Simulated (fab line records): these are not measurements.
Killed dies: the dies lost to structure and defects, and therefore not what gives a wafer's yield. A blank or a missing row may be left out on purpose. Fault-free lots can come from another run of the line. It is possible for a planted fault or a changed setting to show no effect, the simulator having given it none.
Split-lot experiment || flow n5Finfet || 21 wafers read from 7 lots, route of 1938 steps

## ABOUT THE SPLIT
At N5_PASSIVATION_ETCH_54 (etches SiO2 in CHF3/O2, target depth 880 nm, time 440 s), the setting timeS was moved away from the recipe's 440 s on 6 of the 21 wafers read, by -20.0% to -13.3%. All remaining wafers had this setting at the recipe value.

Reading taken at the split's own step.

## THE READING
etch.depthNm (the simulator's own value, which no gauge read), in nm, at N5_PASSIVATION_ETCH_54 (etches SiO2 in CHF3/O2, target depth 880 nm, time 440 s). The file does not state a usual value for it. Average 889.4 nm, standard deviation 19 nm, over the 15 wafers here run with the recipe.

{"wafer": "L075.3", "tool, chamber at the split": "rieDiel-02, 3", "timeS as run, s": 373.2, "against the recipe": "-15.2%", "etch.depthNm, nm": 737.3, "against lot-mates on the recipe": -128.3}
{"wafer": "L075.5", "tool, chamber at the split": "rieDiel-02, 0", "timeS as run, s": 373.2, "against the recipe": "-15.2%", "etch.depthNm, nm": 745.3, "against lot-mates on the recipe": -120.3}
{"wafer": "L075.6", "tool, chamber at the split": "rieDiel-02, 2", "timeS as run, s": 440, "against the recipe": "recipe", "etch.depthNm, nm": 865.6, "against lot-mates on the recipe": "-"}
{"wafer": "L077.1", "tool, chamber at the split": "rieDiel-02, 3", "timeS as run, s": 440, "against the recipe": "recipe", "etch.depthNm, nm": 871.3, "against lot-mates on the recipe": "-"}
{"wafer": "L077.2", "tool, chamber at the split": "rieDiel-02, 0", "timeS as run, s": 440, "against the recipe": "recipe", "etch.depthNm, nm": 877.9, "against lot-mates on the recipe": "-"}
{"wafer": "L077.6", "tool, chamber at the split": "rieDiel-02, 2", "timeS as run, s": 440, "against the recipe": "recipe", "etch.depthNm, nm": 869.6, "against lot-mates on the recipe": "-"}
{"wafer": "L083.1", "tool, chamber at the split": "rieDiel-04, 1", "timeS as run, s": 440, "against the recipe": "recipe", "etch.depthNm, nm": 910.7, "against lot-mates on the recipe": "-"}
{"wafer": "L083.3", "tool, chamber at the split": "rieDiel-04, 2", "timeS as run, s": 440, "against the recipe": "recipe", "etch.depthNm, nm": 881.8, "against lot-mates on the recipe": "-"}
{"wafer": "L083.6", "tool, chamber at the split": "rieDiel-04, 1", "timeS as run, s": 440, "against the recipe": "recipe", "etch.depthNm, nm": 901.1, "against lot-mates on the recipe": "-"}
{"wafer": "L080.1", "tool, chamber at the split": "rieDiel-04, 3", "timeS as run, s": 440, "against the recipe": "recipe", "etch.depthNm, nm": 876.2, "against lot-mates on the recipe": "-"}
{"wafer": "L080.3", "tool, chamber at the split": "rieDiel-04, 0", "timeS as run, s": 440, "against the recipe": "recipe", "etch.depthNm, nm": 932.2, "against lot-mates on the recipe": "-"}
{"wafer": "L080.6", "tool, chamber at the split": "rieDiel-04, 2", "timeS as run, s": 440, "against the recipe": "recipe", "etch.depthNm, nm": 892.2, "against lot-mates on the recipe": "-"}
{"wafer": "L091.2", "tool, chamber at the split": "rieDiel-03, 3", "timeS as run, s": 440, "against the recipe": "recipe", "etch.depthNm, nm": 888.7, "against lot-mates on the recipe": "-"}
{"wafer": "L091.5", "tool, chamber at the split": "rieDiel-03, 2", "timeS as run, s": 381.4, "against the recipe": "-13.3%", "etch.depthNm, nm": 765.6, "against lot-mates on the recipe": -123.1}
{"wafer": "L091.6", "tool, chamber at the split": "rieDiel-03, 1", "timeS as run, s": 381.4, "against the recipe": "-13.3%", "etch.depthNm, nm": 752.1, "against lot-mates on the recipe": -136.6}
{"wafer": "L090.3", "tool, chamber at the split": "rieDiel-04, 1", "timeS as run, s": 440, "against the recipe": "recipe", "etch.depthNm, nm": 880.2, "against lot-mates on the recipe": "-"}
{"wafer": "L090.5", "tool, chamber at the split": "rieDiel-04, 1", "timeS as run, s": 440, "against the recipe": "recipe", "etch.depthNm, nm": 885, "against lot-mates on the recipe": "-"}
{"wafer": "L090.6", "tool, chamber at the split": "rieDiel-04, 0", "timeS as run, s": 440, "against the recipe": "recipe", "etch.depthNm, nm": 923, "against lot-mates on the recipe": "-"}
{"wafer": "L095.2", "tool, chamber at the split": "rieDiel-03, 0", "timeS as run, s": 440, "against the recipe": "recipe", "etch.depthNm, nm": 885.8, "against lot-mates on the recipe": "-"}
{"wafer": "L095.3", "tool, chamber at the split": "rieDiel-03, 2", "timeS as run, s": 351.8, "against the recipe": "-20.0%", "etch.depthNm, nm": 713.1, "against lot-mates on the recipe": -172.7}
{"wafer": "L095.6", "tool, chamber at the split": "rieDiel-03, 0", "timeS as run, s": 351.8, "against the recipe": "-20.0%", "etch.depthNm, nm": 707.2, "against lot-mates on the recipe": -178.6}

THE FIT
A straight line over all 21 wafers: etch.depthNm changes by +9.34 nm for each +1% of timeS; r = +0.97; the points scatter about the line by 17 nm.
The same after taking each lot's own level away (the mean of its wafers on the recipe; 21 wafers): +8.8 nm for each +1%; r = +0.98; scatter 14 nm.
According to that fit, moving timeS by its largest amount changes the reading by 1.8e+02 nm.
Across the lots, their own levels run from 865.60 to 900.20 nm, a range of 1.8 times the standard deviation given above.
Hence the lot-to-lot level has little effect on the slope; both slopes agree.
Check: for one of the wafers moved furthest among these (-20.0%), held out of the fit, the line's prediction against its lot-mates is -178 nm. Against them it came out at -173 nm.

## THE OTHER SPLITS THESE WAFERS WENT THROUGH
Other splits were also applied to these wafers ahead of the reading. Each is held against what the fit with the lots' levels taken away leaves over:
{"other split on the same wafers": "N5_BEOL_M11_COAT_60 spinRpm", "wafers away from the commonest value": 7, "r with etch.depthNm (lot level and that fit taken away)": -0.09}
{"other split on the same wafers": "N5_BEOL_M13_ILD_DEP_00 timeS", "wafers away from the commonest value": 5, "r with etch.depthNm (lot level and that fit taken away)": "+0.30"}
{"other split on the same wafers": "N5_BEOL_M13_EXPOSE_07 doseMj", "wafers away from the commonest value": 9, "r with etch.depthNm (lot level and that fit taken away)": -0.37}
{"other split on the same wafers": "N5_BEOL_M13_DEP_53 timeS", "wafers away from the commonest value": 13, "r with etch.depthNm (lot level and that fit taken away)": "+0.05"}
{"other split on the same wafers": "N5_MIM_BOT_LITHO_EXPOSE_05 doseMj", "wafers away from the commonest value": 7, "r with etch.depthNm (lot level and that fit taken away)": "+0.15"}

## THE WHOLE CHAIN: every reading that the file lists as answering this split, in the file's order
{"step": "N5_PASSIVATION_ETCH_54", "what it does": "etches SiO2 in CHF3/O2, target depth 880 nm, time 440 s", "reading": "PASSIVATION.featureDepthNm (the simulator's own value, which no gauge read)", "change (the file's fit)": "+8.82 nm for each +1% of the setting", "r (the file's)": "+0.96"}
{"step": "N5_PASSIVATION_ETCH_54", "what it does": "etches SiO2 in CHF3/O2, target depth 880 nm, time 440 s", "reading": "etch.depthNm (the simulator's own value, which no gauge read)", "change (the file's fit)": "+8.82 nm for each +1% of the setting", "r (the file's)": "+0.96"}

## FILE'S OWN FIT
etch.depthNm changes by +8.82 nm for each +1% of timeS, r = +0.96.
